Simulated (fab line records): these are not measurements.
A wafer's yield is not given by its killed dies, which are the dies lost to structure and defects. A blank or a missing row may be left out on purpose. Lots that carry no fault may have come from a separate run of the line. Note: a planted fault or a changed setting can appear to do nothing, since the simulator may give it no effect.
Chamber matching :: flow nand-harc :: cmp-04 running NHARC_P_BONDPAD_CMP_19: 4 sister chambers
The step polishes, t overpolish 30 s, cu recess touch 16 s, target thk 160.81 nm. 8 wafers are shown with their chamber, then 8 later ones without.

## WAFERS, EACH WITH ITS CHAMBER
wafer: L080.5
chamber: 2
motor-current-A (A): 12.7
overpolish-run-s (s): 29.995

wafer: L082.1
chamber: 2
motor-current-A (A): 12.4
overpolish-run-s (s): 29.998

wafer: L083.3
chamber: 3
motor-current-A (A): 11.3
overpolish-run-s (s): 29.998

wafer: L083.5
chamber: 1
motor-current-A (A): 11.1
overpolish-run-s (s): 30.008

wafer: L090.1
chamber: 3
motor-current-A (A): 10.9
overpolish-run-s (s): 30.004

wafer: L090.4
chamber: 1
motor-current-A (A): 10.7
overpolish-run-s (s): 30.007

wafer: L090.5
chamber: 0
motor-current-A (A): 14.3
overpolish-run-s (s): 29.994

wafer: L097.1
chamber: 0
motor-current-A (A): 13.3
overpolish-run-s (s): 29.996

## WAFERS WHOSE CHAMBER IS MISSING
wafer: L097.2
motor-current-A (A): 11.3
overpolish-run-s (s): 30.007

wafer: L097.6
motor-current-A (A): 13.8
overpolish-run-s (s): 29.998

wafer: L095.1
motor-current-A (A): 12.8
overpolish-run-s (s): 29.995

wafer: L095.3
motor-current-A (A): 10.9
overpolish-run-s (s): 29.999

wafer: L095.5
motor-current-A (A): 11.6
overpolish-run-s (s): 30.012

wafer: L096.2
motor-current-A (A): 11.1
overpolish-run-s (s): 29.983

wafer: L096.4
motor-current-A (A): 11.4
overpolish-run-s (s): 29.992

wafer: L096.5
motor-current-A (A): 13.9
overpolish-run-s (s): 30.013

## WHICH CHAMBER EACH ONE RAN IN
wafer: L097.2
from the rows above: can't be placed: 1 or 3
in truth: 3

wafer: L097.6
from the rows above: can't be placed: 0 or 2
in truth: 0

wafer: L095.1
from the rows above: can't be placed: 2 or 0
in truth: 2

wafer: L095.3
from the rows above: 3
in truth: 3

wafer: L095.5
from the rows above: 1
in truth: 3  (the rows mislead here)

wafer: L096.2
from the rows above: can't be placed: 2 or 3 or 0
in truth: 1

wafer: L096.4
from the rows above: can't be placed: 2 or 3
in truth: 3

wafer: L096.5
from the rows above: can't be placed: 0 or 2 or 1 or 3
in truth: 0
Correctly placed: 1 of 8. These rows do not allow placing 6 (true chamber among the candidates in 5). Placed wrongly: 1.
How it was worked out, from the rows above alone: a wafer's distance from a chamber is the root of the sum, over the readings, of the square of ((its reading less the chamber's mean) divided by the reading's scatter). If the next closest chamber is less than 2 further off than the closest, the wafer can't be placed; otherwise it belongs to the closest. Each chamber's mean is taken over the wafers shown for it. The scatter: take each reading less its chamber's mean, square it, sum over the shown wafers, divide by the number of wafers less the number of chambers, and take the root.
